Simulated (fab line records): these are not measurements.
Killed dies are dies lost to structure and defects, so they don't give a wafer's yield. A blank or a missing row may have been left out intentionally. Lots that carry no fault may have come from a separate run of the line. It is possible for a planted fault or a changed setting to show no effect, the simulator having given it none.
Which tool was responsible? / flow n5 finfet / 27 wafers sampled from 9 lots at 1 step of a route of 1938

## WHAT THE GAUGES SHOWED, per wafer
N5_BEOL_M8_INSPECT_13: inspects for defects (brightfield).
lot=L480; measured=day 11 05:09; on=defect inspect-01; raw defect count=620 453 479
lot=L484; measured=day 12 03:41; on=defect inspect-01; raw defect count=377 465 361
lot=L486; measured=day 12 22:58; on=defect inspect-02; raw defect count=461 389 407
lot=L487; measured=day 13 02:53; on=defect inspect-01; raw defect count=406 409 403
lot=L490; measured=day 14 00:26; on=defect inspect-01; raw defect count=347 291 313
lot=L489; measured=day 14 05:25; on=defect inspect-02; raw defect count=345 381 313
lot=L494; measured=day 15 14:20; on=defect inspect-01; raw defect count=468 439 602
lot=L497; measured=day 16 01:46; on=defect inspect-01; raw defect count=346 287 320
lot=L500; measured=day 17 00:15; on=defect inspect-01; raw defect count=256 340 298

## EACH LOT AND THE TOOL THAT RAN IT (in order: tool; ch and the chambers of the sampled wafers; start)
No process step before these readings appears in the record.

## WHAT THE TOOLS THEMSELVES READ (means of the sampled wafers that have a number; where no wafer has one, the mark that the record gives instead)
The record holds no such reading with a usual standard deviation.

## THE ANSWER, worked out from the rows above alone
Rule: usual is defined by the lots themselves. Put in order of their means at a reading, lots are off if they are a third of the lots or fewer, leave a main group of 4 or more, and stand apart from it by a gap of 3 or more times the standard deviation of the main group's means; of several such gaps the widest counts. Not used: any main group whose means are identical at the precision the tables above print for the reading. A lot without any number at a reading at which 4 lots or more have one is off too. Any other lot the step has rows for is counted as sound. Order of review: gauges by route order, followed by the tools' own readings, for which a lot's mean as printed above is used. The first step at which some lot is off is used, and at that step the reading that is off furthest; a lot without a number counts as furthest.
Nothing can be told from this: no lot is off at any reading shown.

## WHAT WAS PUT IN BY THE SIMULATOR
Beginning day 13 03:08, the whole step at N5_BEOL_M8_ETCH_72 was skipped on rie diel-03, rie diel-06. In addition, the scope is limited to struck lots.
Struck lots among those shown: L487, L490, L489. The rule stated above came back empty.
